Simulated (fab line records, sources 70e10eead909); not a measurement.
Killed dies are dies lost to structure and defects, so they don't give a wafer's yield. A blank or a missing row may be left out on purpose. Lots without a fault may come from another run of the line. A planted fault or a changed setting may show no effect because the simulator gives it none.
Chamber matching | flow nand_harc | NHARC_A_STAIRCASE_ETCHBACK_157 on rie_diel-06: 4 sister chambers
The step etches the open film in CH3F/O2, target depth 90 nm, time 167.14 s. 18 wafers are shown with their chamber, then 9 later ones without.

WAFERS WITH THEIR CHAMBER
wafer  | chamber | showerhead_plenum_p_Torr (Torr) | drypump_motor_current_A (A) | rf_vpp_V (V)
L076.1 | 0       | 2.61                            | 5.5                         | 247.7
L076.3 | 1       | 2.39                            | 4.8                         | 243.5
L076.4 | 2       | 2.64                            | 5.7                         | 246.1
L077.2 | 2       | 2.63                            | 5.7                         | 246.6
L077.4 | 3       | 2.63                            | 5.4                         | 245.9
L077.6 | 3       | 2.63                            | 5.4                         | 246.9
L078.1 | 3       | 2.63                            | 5.4                         | 245.9
L078.4 | 0       | 2.61                            | 5.5                         | 247.2
L078.6 | 3       | 2.63                            | 5.4                         | 247.4
L079.1 | 2       | 2.63                            | 5.7                         | 246.7
L079.2 | 0       | 2.61                            | 5.4                         | 246.4
L079.6 | 3       | 2.63                            | 5.4                         | 246.5
L081.1 | 0       | 2.61                            | 5.4                         | 245.6
L081.3 | 2       | 2.63                            | 5.7                         | 246.6
L081.5 | 3       | 2.63                            | 5.4                         | 246.6
L083.2 | 1       | 2.38                            | 4.8                         | 244.3
L083.4 | 0       | 2.60                            | 5.4                         | 245.7
L083.5 | 2       | 2.63                            | 5.7                         | 246.6

SIGNATURES (means of the wafers above)
reading                  | chamber 0 | chamber 1 | chamber 2 | chamber 3 | scatter within a chamber
showerhead_plenum_p_Torr | 2.6080    | 2.3850    | 2.6320    | 2.6300    | 0.00387
drypump_motor_current_A  | 5.440     | 4.800     | 5.700     | 5.400     | 0.0293
rf_vpp_V                 | 246.520   | 243.900   | 246.520   | 246.533   | 0.634
Rule: a wafer's distance from a chamber is the root of the sum, over the readings, of the square of ((its reading less the chamber's mean) divided by the reading's scatter). The wafer belongs to the nearest chamber; if the next one is less than 2 further off, it can't be placed. The scatter: the root of (the sum of the squares of (reading less its chamber's mean) over the shown wafers, divided by (wafers less chambers)).

WAFERS WITHOUT THEIR CHAMBER
wafer  | showerhead_plenum_p_Torr (Torr) | drypump_motor_current_A (A) | rf_vpp_V (V)
L089.1 | 2.62                            | 5.7                         | 246.6
L089.2 | 2.62                            | 5.4                         | 246.8
L089.6 | 2.62                            | 5.4                         | 247.4
L092.1 | 2.62                            | 5.4                         | 247.5
L092.2 | 2.59                            | 5.5                         | 243.2
L092.6 | 2.62                            | 5.7                         | 245.5
L091.1 | 2.62                            | 5.4                         | 246.1
L091.2 | 2.37                            | 4.8                         | 243.8
L091.6 | 2.62                            | 5.7                         | 246.5

WHICH CHAMBER EACH WENT THROUGH
wafer  | from the rows above     | in truth
L089.1 | 2                       | 2
L089.2 | can't be placed: 3 or 0 | 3
L089.6 | can't be placed: 3 or 0 | 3
L092.1 | can't be placed: 3 or 0 | 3
L092.2 | 0                       | 0
L092.6 | 2                       | 2
L091.1 | can't be placed: 3 or 0 | 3
L091.2 | 1                       | 1
L091.6 | 2                       | 2
Placed correctly: 5 of 9. Can't be placed from these rows: 4 (the true chamber is among the candidates in 4). Placed wrongly: 0.
